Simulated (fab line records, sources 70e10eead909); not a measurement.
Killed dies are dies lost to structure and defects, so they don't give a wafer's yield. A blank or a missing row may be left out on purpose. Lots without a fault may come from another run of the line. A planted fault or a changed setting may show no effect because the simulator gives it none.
fab line records | flow nand_harc
record lots=7 wafers=21 last_day=33
route steps=1302 shown A_CONTACT@1070 END@1302
lots that met no fault: from a run of the same line without faults
start_h: hours from the record's first day to the start of the lot's first wafer shown | wait_h: hours since the lot's step before | " the same as in the row above | L1.1+2: a row that stands for several wafers | - no value, or no start given | * or withheld: withheld | < > ~ a bound
route shown NAME@n: a module of which the file shows steps, and the number in the route of the first | usual: mean/standard deviation of fault-free wafers | same: alike in all rows | chamber/n: place in a boat | sites: the reading at each site | _std_site: their standard deviation | _edge_site: outer sites' mean less inner sites' | radius_mm: how far each site lies from the wafer's centre | mask NAME#n: copy n | behind: the tool/chamber that last shaped the wafer | hold: why the lot was held/for how many hours/how that ended | device: the transistor (n, p or np) that didn't switch | end of line: the same wafers' tests at the end of the route | a step without rows: its recipe alone | killed: dies lost to structure and defects at the first sort, not the wafer's yield | map: a wafer's dies, x killed, . not, _ none there
set.NAME: the setting as run; set.NAME@STEP: as run at that earlier step | model.NAME: the simulator's own value behind a step, which no gauge read
lots at some steps of the route; a table a step, a row a wafer
services: from which hour (start_h, from the record's first day; less than 0 if before it) a tool's chamber was out of use, for how many hours, and why
## steps
# step NHARC_A_CONTACT_COAT_86
# recipe temp_c=260 time_s=75
# step NHARC_A_CONTACT_COAT_87
# recipe temp_c=225 time_s=65
# step NHARC_A_CONTACT_COAT_02
# recipe spin_rpm=1500 resist_thk_nm=90
# step NHARC_A_CONTACT_SOFTBAKE_03
# recipe temp_c=105 time_s=55
# step NHARC_A_CONTACT_EBR_04
# step NHARC_A_CONTACT_EXPOSE_05
# recipe na=1.35 sigma_outer=0.8 dose_mj=84.24 mask_id=A_CC
# step NHARC_A_CONTACT_PEB_06
# recipe peb_temp_c=100 peb_time_s=65
# step NHARC_A_CONTACT_DEVELOP_07
# recipe develop_time_s=35 dev_temp_c=23
# step NHARC_A_CONTACT_CD_MEAS_08
# recipe target_cd_nm=200 landing_energy_ev=500
# usual cd_nm=199.9/0.45
# columns lot.wafer tool chamber start_h wait_h cd_nm
L169.2 cd_sem-02 0 538.04 - 199.8
L169.4 " 0 " " 199.6
L169.6 " 0 " " 200.0
L174.1 cd_sem-03 0 588.93 - 200.1
L174.2 " 0 " " 200.2
L174.6 " 0 " " 200.0
L179.1 cd_sem-03 0 629.13 - 200.1
L179.3 " 0 " " 200.0
L179.6 " 0 " " 199.9
L183.1 cd_sem-01 0 665.05 - 200.1
L183.3 " 0 " " 200.4
L183.6 " 0 " " 200.6
L182.1 cd_sem-01 0 675.09 - 200.0
L182.2 " 0 " " 200.2
L182.3 " 0 " " 200.3
L185.1 cd_sem-03 0 680.94 - 200.3
L185.2 " 0 " " 199.3
L185.4 " 0 " " 200.4
L190.1 cd_sem-03 0 730.39 - 200.0
L190.4 " 0 " " 200.2
L190.6 " 0 " " 200.2
# step NHARC_A_CONTACT_OVL_MEAS_09
# usual overlay_x_nm=-0.1/0.91 overlay_y_nm=0.3/0.76
# columns lot.wafer tool chamber start_h wait_h overlay_x_nm overlay_y_nm
L169.2 overlay-01 - 538.12 - 0.9 -0.4
L169.4 " - " " 0.6 0.0
L169.6 " - " " 0.3 -0.2
L174.1 overlay-01 - 589.02 - 0.6 -0.2
L174.2 " - " " 1.5 -0.3
L174.6 " - " " 1.1 0.3
L179.1 overlay-02 - 629.22 - -1.1 0.6
L179.3 " - " " -0.6 0.4
L179.6 " - " " -0.7 -0.4
L183.1 overlay-02 - 665.14 - -0.3 0.5
L183.3 " - " " -0.5 0.3
L183.6 " - " " -0.7 0.3
L182.1 overlay-01 - 675.18 - -0.8 -1.0
L182.2 " - " " -1.1 -1.4
L182.3 " - " " -0.8 -1.1
L185.1 overlay-01 - 681.03 - -1.8 2.0
L185.2 " - " " -1.2 1.7
L185.4 " - " " -1.9 1.8
L190.1 overlay-02 - 730.48 - 0.1 -0.2
L190.4 " - " " -0.5 0.2
L190.6 " - " " -0.3 -0.8
# step NHARC_A_CONTACT_INSPECT_10
# usual raw_defect_count=90/43
# columns lot.wafer tool chamber start_h wait_h raw_defect_count
L169.2 defect_inspect-01 - 538.16 0.0 73
L169.4 " - " " 57
L169.6 " - " " 71
L174.1 defect_inspect-02 - 589.05 0.0 58
L174.2 " - " " 75
L174.6 " - " " 68
L179.1 defect_inspect-01 - 629.26 0.0 137
L179.3 " - " " 129
L179.6 " - " " 106
L183.1 defect_inspect-02 - 665.17 0.0 132
L183.3 " - " " 108
L183.6 " - " " 111
L182.1 defect_inspect-01 - 675.21 0.0 129
L182.2 " - " " 107
L182.3 " - " " 131
L185.1 defect_inspect-01 - 681.07 0.0 80
L185.2 " - " " 72
L185.4 " - " " 63
L190.1 defect_inspect-01 - 730.52 0.0 106
L190.4 " - " " 104
L190.6 " - " " 106
# step NHARC_A_CONTACT_DESCUM_13
# recipe time_s=3 o2_flow_sccm=200 ar_flow_sccm=0 bias_power_w=0 chemistry=O2
# usual drypump_motor_current_A=6.07/0.26 oes_product_au=0.999/0.0073 rf_vpp_V=57.8/0.78 showerhead_plenum_p_Torr=1.91/0.072 throttle_valve_pct=11.311/0.0092
# same bias_power_w=0
# columns lot.wafer tool chamber start_h wait_h drypump_motor_current_A oes_product_au rf_hours_counter_h rf_vpp_V showerhead_plenum_p_Torr throttle_valve_pct
L169.4 rie_diel-13 1 538.23 0.1 6.39 1.008 2 58.3 2.08 11.301
L169.2 " 3 " " 6.63 1.010 4 57.3 1.82 11.323
L169.6 " 0 " " 5.98 1.001 - 56.7 1.91 11.293
L174.2 rie_diel-10 2 589.12 0.1 6.23 1.009 28 57.2 1.89 11.315
L174.1 " 1 " " 5.64 1.003 26 58.2 1.87 11.312
L174.6 " 2 " " 6.27 1.012 - 57.8 1.89 11.308
L179.1 rie_diel-13 0 629.33 0.1 5.96 0.991 36 57.0 1.90 11.308
L179.3 " 2 " " 5.97 1.002 32 59.1 1.90 11.303
L179.6 " 0 " " 5.95 0.992 - 57.4 1.90 11.327
L183.1 rie_diel-10 0 665.24 0.1 6.16 1.005 14 57.7 1.95 11.296
L183.3 " 1 " " 5.67 0.994 9 57.8 1.87 11.296
L183.6 " 3 " " 5.80 1.008 - 56.4 1.86 11.286
L182.3 rie_diel-10 0 675.28 0.1 6.13 1.005 16 58.2 1.95 11.314
L182.2 " 2 " " 6.29 0.995 16 56.9 1.88 11.310
L182.1 " 3 " " 5.77 0.993 11 58.9 1.85 11.317
L185.4 rie_diel-10 3 681.13 0.1 5.82 0.994 12 57.2 1.85 11.320
L185.2 " 0 " " 6.16 0.994 17 58.0 1.95 11.325
L185.1 " 1 " " 5.68 0.997 12 58.0 1.87 11.313
L190.4 rie_diel-12 0 730.59 0.1 6.20 1.012 38 56.6 1.82 11.326
L190.1 " 2 " " 6.31 1.005 36 59.4 1.85 11.312
L190.6 " 0 " " 6.20 1.000 - 57.1 1.82 11.303
# step NHARC_A_CONTACT_ETCH_88
# recipe target_depth_a=390 over_etch_frac=0.3 time_s=65 ion_energy_ev=80 cf4_flow_sccm=150 ar_flow_sccm=0 rf_w=300 bias_w=100 chemistry=CF4
# usual cf4_flow_sccm=149.9/0.42 drypump_motor_current_A=6.07/0.27 oes_product_au=0.999/0.0073 rf_vpp_V=151.3/1.1 run_length_s=86.3/0.55 showerhead_plenum_p_Torr=1.76/0.06 throttle_valve_pct=13.284/0.0091
# columns lot.wafer tool chamber start_h wait_h cf4_flow_sccm drypump_motor_current_A oes_product_au rf_hours_counter_h rf_vpp_V run_length_s showerhead_plenum_p_Torr throttle_valve_pct
L169.2 rie_diel-13 1 538.32 0.1 149.6 6.41 1.008 2 152.1 86.3 1.91 13.275
L169.4 " 2 " " 150.2 5.99 1.008 3 151.5 86.0 1.77 13.270
L169.6 " 3 " " 150.0 6.61 0.989 - 149.7 86.3 1.69 13.278
L174.1 rie_diel-10 0 589.21 0.1 150.0 6.16 1.022 25 151.4 86.0 1.80 13.273
L174.2 " 1 " " 150.0 5.65 0.999 26 150.6 85.6 1.73 13.293
L174.6 " 3 " " 150.2 5.79 0.992 - 150.8 86.5 1.72 13.275
L179.3 rie_diel-13 3 629.41 0.1 150.0 6.64 0.994 34 151.5 86.1 1.68 13.303
L179.1 " 1 " " 150.5 6.43 1.009 30 152.1 86.1 1.90 13.287
L179.6 " 3 " " 150.5 6.60 1.001 - 150.5 85.9 1.68 13.263
L183.1 rie_diel-10 0 665.32 0.1 149.7 6.14 0.986 14 152.3 66.8 1.80 13.288
L183.3 " 2 " " 150.3 6.29 0.998 15 151.5 87.0 1.74 13.290
L183.6 " 3 " " 150.1 5.79 0.989 - 151.2 86.8 1.72 13.290
L182.1 rie_diel-10 1 675.36 0.1 149.8 5.66 0.984 11 149.8 66.5 1.73 13.292
L182.2 " 2 " " 148.8 6.24 0.995 16 151.0 87.1 1.74 13.280
L182.3 " 0 " " 150.0 6.14 1.003 16 152.3 86.1 1.80 13.278
L185.4 rie_diel-10 1 681.22 0.1 149.7 5.68 0.997 12 152.1 85.3 1.73 13.293
L185.1 " 2 " " 149.8 6.21 1.002 17 151.9 68.0 1.74 13.282
L185.2 " 3 " " 149.6 5.83 0.999 12 150.7 86.7 1.72 13.292
L190.4 rie_diel-12 2 730.66 0.1 149.8 6.29 1.002 36 152.4 86.1 1.72 13.285
L190.1 " 1 " " 149.8 6.24 0.998 32 151.7 86.4 1.88 13.278
L190.6 " 3 " " 150.4 5.91 0.996 - 152.0 85.8 1.86 13.281
# step NHARC_A_CONTACT_ETCH_89
# recipe target_depth_a=2600 over_etch_frac=0.3 time_s=475.3 ion_energy_ev=200 n2_flow_sccm=150 h2_flow_sccm=150 ar_flow_sccm=0 rf_w=400 bias_w=150 chemistry=N2/H2
# usual drypump_motor_current_A=6.07/0.27 n2_flow_sccm=150.0/0.49 oes_product_au=1.000/0.0069 rf_vpp_V=430.4/2.3 run_length_s=496.6/0.55 showerhead_plenum_p_Torr=2.03/0.077 throttle_valve_pct=14.170/0.0092
# columns lot.wafer tool chamber start_h wait_h drypump_motor_current_A n2_flow_sccm oes_product_au rf_hours_counter_h rf_vpp_V run_length_s showerhead_plenum_p_Torr throttle_valve_pct
L169.4 rie_diel-13 3 - - 6.62 151.2 0.994 4 428.9 496.6 1.93 14.160
L169.2 " 0 " " 5.99 150.2 1.010 3 432.0 496.5 2.04 14.169
L169.6 " 0 " " 5.99 149.7 1.001 - 430.0 497.0 2.04 14.170
L174.1 rie_diel-10 1 - - 5.66 150.1 0.998 26 429.4 495.9 1.99 14.158
L174.2 " 3 " " 5.83 149.8 1.002 26 430.0 496.8 1.98 14.164
L174.6 " 0 " " 6.16 150.0 0.994 - 431.8 497.0 2.08 14.170
L179.3 rie_diel-13 1 - - 6.45 149.6 0.995 30 434.6 496.7 2.21 14.164
L179.1 " 2 " " 6.03 149.7 0.997 32 430.4 496.0 2.03 14.182
L179.6 " 0 " " 5.95 150.3 0.991 - 430.5 496.8 2.03 14.193
L183.3 rie_diel-10 2 - - 6.24 151.0 1.006 15 430.7 497.6 2.00 14.167
L183.1 " 3 " " 5.83 149.7 0.995 10 428.3 497.0 1.98 14.168
L183.6 " 1 " " 5.66 150.6 1.002 - 429.6 495.7 1.99 14.169
L182.3 rie_diel-10 0 - - 6.18 150.7 0.991 16 430.3 496.9 2.08 14.169
L182.1 " 1 " " 5.66 148.7 0.988 11 429.3 496.1 1.99 14.167
L182.2 " 3 " " 5.81 151.3 0.997 11 429.6 496.7 1.98 14.153
L185.4 rie_diel-10 2 - - 6.24 150.9 1.005 17 430.5 497.6 2.00 14.183
L185.2 " 3 " " 5.80 149.9 0.997 12 429.5 496.8 1.98 14.165
L185.1 " 0 " " 6.16 149.9 1.005 17 433.4 496.5 2.08 14.176
L190.4 rie_diel-12 1 - - 6.23 149.9 0.993 33 434.4 497.0 2.18 14.166
L190.1 " 2 " " 6.29 149.7 0.996 36 428.6 496.2 1.97 14.189
L190.6 " 3 " " 5.89 149.7 0.992 - 434.4 496.2 2.16 14.172
# step NHARC_END_SORT_01
# recipe temp_c=25
# usual killed_at_array=51/17 killed_at_other=1.6/2.1 killed_at_periphery=4/3.2 killed_dies=57/18 killed_open=2.9/1.7 killed_short=2.3/1.3
# same gross_dies=677
# columns lot.wafer tool chamber start_h wait_h killed_at_array killed_at_other killed_at_periphery killed_dies killed_open killed_short
L183.1 prober-02 0 715.24 2.5 591 3 1 595 4 1
L183.6 prober-02 0 719.32 4.1 59 0 2 61 2 3
L182.1 prober-01 0 724.86 2.5 580 0 2 582 4 1
L185.1 prober-02 0 731.28 2.5 583 1 2 586 5 0
# killed by level:class
L183.1 A_CONTACT:area_etch=524 A_CHANNEL_HOLE_D1:chamber_film_flake=33 A_SLIT:chamber_film_flake=24 A_CHANNEL_FILL_D2:chamber_film_flake=3 A_CONTACT:chamber_film_flake=2 THIN_TSV:chamber_film_flake=2 P_GATE:geometric_particle:open=1 A_CHANNEL_FILL_D2:geometric_particle:open=1
L183.6 A_CHANNEL_HOLE_D1:chamber_film_flake=30 A_SLIT:chamber_film_flake=22 A_CONTACT:chamber_film_flake=2 P_M0:geometric_particle:short=1 P_M1:geometric_particle:short=1 A_CHANNEL_FILL_D1:geometric_particle:open=1 A_WL_FILL:geometric_particle:short=1 A_M0:geometric_particle:open=1
L182.1 A_CONTACT:area_etch=511 A_SLIT:chamber_film_flake=23 A_CHANNEL_HOLE_D2:chamber_film_flake=17 A_CHANNEL_HOLE_D1:chamber_film_flake=8 A_CONTACT:chamber_film_flake=5 A_CHANNEL_FILL_D1:chamber_film_flake=4 A_STAIRCASE:chamber_film_flake=4 P_GATE:geometric_particle:open=1
L185.1 A_CONTACT:area_etch=540 A_SLIT:chamber_film_flake=21 A_CHANNEL_HOLE_D1:chamber_film_flake=10 A_CONTACT:chamber_film_flake=4 A_CHANNEL_FILL_D1:chamber_film_flake=3 P_CONTACT:geometric_particle:open=2 A_WL_FILL:chamber_film_flake=2 A_DECK1_JOINT:geometric_particle:open=1
# map L182.1 (x killed, . not)
____________x____________
_________xxxxxxx_________
_______xxxx.xxxxxx_______
______xxxxxxxxxxxxx______
_____x.xxxxxxxxx.xxx_____
____xxxxxxxxxxxxxxxxx____
____xxxx.x.xxxxxxxxxx____
___xxxxxxx.xxxxxxxxxxx___
___xxxxxxxxxxxx.xxxxxx___
__x.xxx.xxxxxxxxxxxxxxx__
__xxxx.xxxxxx..xxxxxxxx__
_xxxxxx.xxxxxxxxxxxxxxxx_
_xxxx..x..xxxxxxxx.xxxxx_
_xxxxxxxx..xx.xxxxx.xx.x_
_x...xxxxxxxxx.xxxxxxxxx_
_x.xxx.x.xxx.x.x.xxxxxxx_
xxxx.xxxx..xxxxx..x.xxxxx
xx.xxxxxx.xx.x.xxxx.xxxxx
xxxxxxxxxx.x..xx.xxxxxxxx
xxx..xx.xxx..xxxxxxxxxxxx
xxxxxxx....xxxx.x.xxxxxxx
_xxxxx..xxxx.xxxxxxxxxxx_
_xxx.x.xxxxxxxxxx..xxxxx_
_xxxxxxxxxxxxx.x.xxx.xxx_
_..x.xxx..xxxxxxxxxxx.xx_
_xxxxxxx...x.xxxxxxxx.xx_
__xxx.xxxxxxxxxxxxxxxxx__
__xx.xxxx.x.xxxxxxxxxxx__
___xxxxx.xxxxxxxxxxxxx___
___xxxxxxx.xx.xxxxxxx.___
____xxxxxxxxx.xx.x.xx____
____xxxxxxx..xxxxx.xx____
_____xxxxxxxxxxxxxxx_____
______xxxxx.xxxxxxx______
_______xxxxxxxxxxx_______
_________xxxxxxx_________
____________x____________
# map L183.1 (x killed, . not)
____________x____________
_________x.xxx.x_________
_______xxx..xxxx.._______
______x.....xxxxxx.______
_____...xxxxxxxx...._____
____xx.xxxxx.xxxxxxxx____
____.xxxxxxxxxxxxx.xx____
___xxxxxxxxxxxxxxxxxx.___
___xxxx.xxxxxxxxxxxxxx___
__xx.xxxxxxxxxxxxxxx.x.__
__xxxxxxxxxxxxxxxxxxxxx__
_xx.xxxxxxxxxxxxxxxxxxxx_
_xxxxxxxxxxxxxxxxxxxxxx._
_xxxxxxxxxxxxxxxxxxx.x.x_
_xxxxxxxxxxxxxxxxxxxxx.._
_.xxxxxxxxxxxxxxxxxxx.x._
...xxxxxxxxxxxxxxxxxxxxxx
.xxxxxxxxxxxxxxxxxxxxxxxx
xxxxxxxxxxxxxxxxxxxxxxxxx
xxxxxxxxxxxxxxxxxxxxx.xxx
.xxxxxxxxxxxxxxxxxxxxxxxx
_.xxxxxxxxxxxxxxxxxxx.xx_
_xxx.xxxxxxxxxxxxxxxxxxx_
_xxxxxxxxxxxxxxxxxxxxxxx_
_.xxxxxxxxxxxxxxxxxxxx.x_
_xxxxxxxxxxxxxxxxxxxx.xx_
__xx..xxxxxxxxxxxxxxx..__
__x.x.xx.xxxxxxxxxxxx.x__
___.xxxxxxxxxxxxx.xxx.___
___x.xxxxxxxx.xxx.xxxx___
____xxxxxxxxxxx.xxx.x____
____x.xxxxxxxxxxxxxx.____
_____..xxxxx.xxx.xx._____
______.xxxxxx.xxx.x______
_______.xxxxxx.x.._______
_________xxxx..x_________
____________.____________
## services
# columns tool chamber start_h hours kind
rie_diel-13 - 519.08 9.0 pm
rie_diel-10 0 526.72 - clean
rie_diel-10 1 526.72 - clean
rie_diel-10 2 526.72 - clean
rie_diel-10 3 526.72 - clean
rie_diel-10 0 551.22 - clean
rie_diel-10 1 551.22 - clean
rie_diel-10 2 551.22 - clean
rie_diel-10 3 551.22 - clean
rie_diel-10 0 575.72 - clean
rie_diel-10 1 575.72 - clean
rie_diel-10 2 575.72 - clean
rie_diel-10 3 575.72 - clean
rie_diel-10 - 596.72 9.0 pm
rie_diel-10 0 596.72 9.0 vent_cycle
rie_diel-10 1 596.72 9.0 vent_cycle
rie_diel-10 2 596.72 9.0 vent_cycle
rie_diel-12 - 623.18 9.0 pm
rie_diel-10 1 624.97 18.9 repair
rie_diel-10 3 634.00 16.1 repair
rie_diel-13 3 668.17 6.5 repair
rie_diel-12 0 685.69 1.4 repair
rie_diel-13 - 696.11 9.0 pm
rie_diel-10 2 725.64 14.7 repair
## key
first_sign step=NHARC_A_CONTACT_ETCH_88 reading=run_length_s direction=down sigmas=35 usual=* struck=*
effect step=NHARC_END_SORT_01 reading=killed_at_array direction=up sigmas=31 usual=51 struck=585
more_kills_born_at NHARC_A_CONTACT_ETCH_88@rie_diel-10=1575
met_at NHARC_A_CONTACT_ETCH_88
struck_wafers L182.1,L183.1,L185.1
later_rows_left_out L182.1,L183.1,L185.1
tester_left_out L182,L183,L185
onset_between 589.21 665.32
fault kind=process_parameter_drift tool=rie_diel-10 chamber=- onset_h=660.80 steps=NHARC_A_CONTACT_ETCH_88 channel=time_s offset=* shape=step end_h=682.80 scope=struck_wafers_only acts_in=* stated=*
# tester_left_out: of these lots the tester's yield and bins aren't shown, on N5 and GAA mostly nor the transistor test; their killed dies are dies lost to structure and defects alone, not to doping, threshold or leakage, so they don't give the yield
# later_rows_left_out: the simulator's readings of these wafers behind a module that went badly wrong aren't trusted and aren't shown, but for the sort
